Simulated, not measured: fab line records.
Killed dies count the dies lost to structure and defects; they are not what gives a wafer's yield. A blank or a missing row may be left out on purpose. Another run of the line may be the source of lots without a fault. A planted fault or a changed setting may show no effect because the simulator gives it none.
8D (eight disciplines) problem report, filled in by code :: flow n5Finfet :: the parts of the form that need people (team, actions taken, sign-off) are left out

## 1. WHAT IS WRONG
runLengthS at N5_BEOL_M11_ETCH_66 reads a mean of 274.8 s on 3 wafers of 3 lots; wafers without a fault read 203.4 s with a standard deviation of 0.52. So: +99 or more standard deviations from the usual mean.
The step: etches SOC in N2/H2, target depth 120 nm, overetch 24 nm, time 180 s.
Earliest sighting: wafer L968.2 on rieDiel-02 at day 14 05:31. Wafers with a number at this step in the record: 31, from 11 lots. Rule for "out", or "out of limits": more than 4 standard deviations from the usual mean. All remaining wafers that have a number are taken as sound.

## 2. WHAT IT IS; WHAT IT IS NOT
question: which readings at this step
is: runLengthS
is not: drypumpMotorCurrentA, n2FlowSccm, rfVppV, showerheadPlenumPTorr, throttleValvePct

question: which lots
is: L968, L970, L973
is not: L958, L959, L961, L962, L966, L971, L974, L975

question: which wafers of those lots
is: L968.2, L970.1, L973.1
is not: L968.3, L970.3, L973.4, L973.5

question: read on which tools
is: rieDiel-02
is not: rieDiel-05, rieDiel-06

question: when
is: from day 14 05:31
is not: up to then (16 sound wafers); but 12 sound wafers of L970, L971, L973, L974, L975 came after

## 3. WHAT RULES OUT EACH SUSPECT
Counting: if a tool at a process step up to the reading ran every lot that is out, it stays a suspect. Sound lots after the first of them don't rule it out here, since some wafers of a struck lot are sound.
- rieDiel-02 at N5_BEOL_M11_ETCH_66 (etches SOC in N2/H2, target depth 120 nm, overetch 24 nm, time 180 s): kept. Ran every lot that is out, first one L968 (day 14 05:31); last sound lot up to then L966 (day 13 10:01). Its own runLengthS readings are out on those wafers.
Remaining after the count: rieDiel-02 at N5_BEOL_M11_ETCH_66.

## 4. THE CAUSE (what the simulator had put in)
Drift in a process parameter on rieDiel-02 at N5_BEOL_M11_ETCH_66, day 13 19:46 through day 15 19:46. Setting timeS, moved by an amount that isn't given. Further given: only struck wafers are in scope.
Counting left only this tool.

## 5. SEQUENCE OF EFFECTS, ordered by route
One row per reading whose mean, taken over the struck wafers that have a number, lies over 3 standard deviations from the usual. Only readings whose record carries a usual standard deviation are examined. hours: median over the lots of the time between each lot's start at the first step of this table that gives one and its start at this step. sigmas: the change, counted in usual standard deviations.
hours: 0
step: N5_BEOL_M11_ETCH_66
reading: runLengthS
usual: 203.4 s
on struck wafers: 274.8
change: +71.4
sigmas: +99 or more
Its process steps:
- N5_BEOL_M11_ETCH_66: etches SOC in N2/H2, target depth 120 nm, overetch 24 nm, time 180 s.

## 6. WHAT WOULD HAVE CAUGHT IT SOONER
The fault began at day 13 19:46; the first out-of-limits reading in this record came at day 14 05:31, 10 hours later.
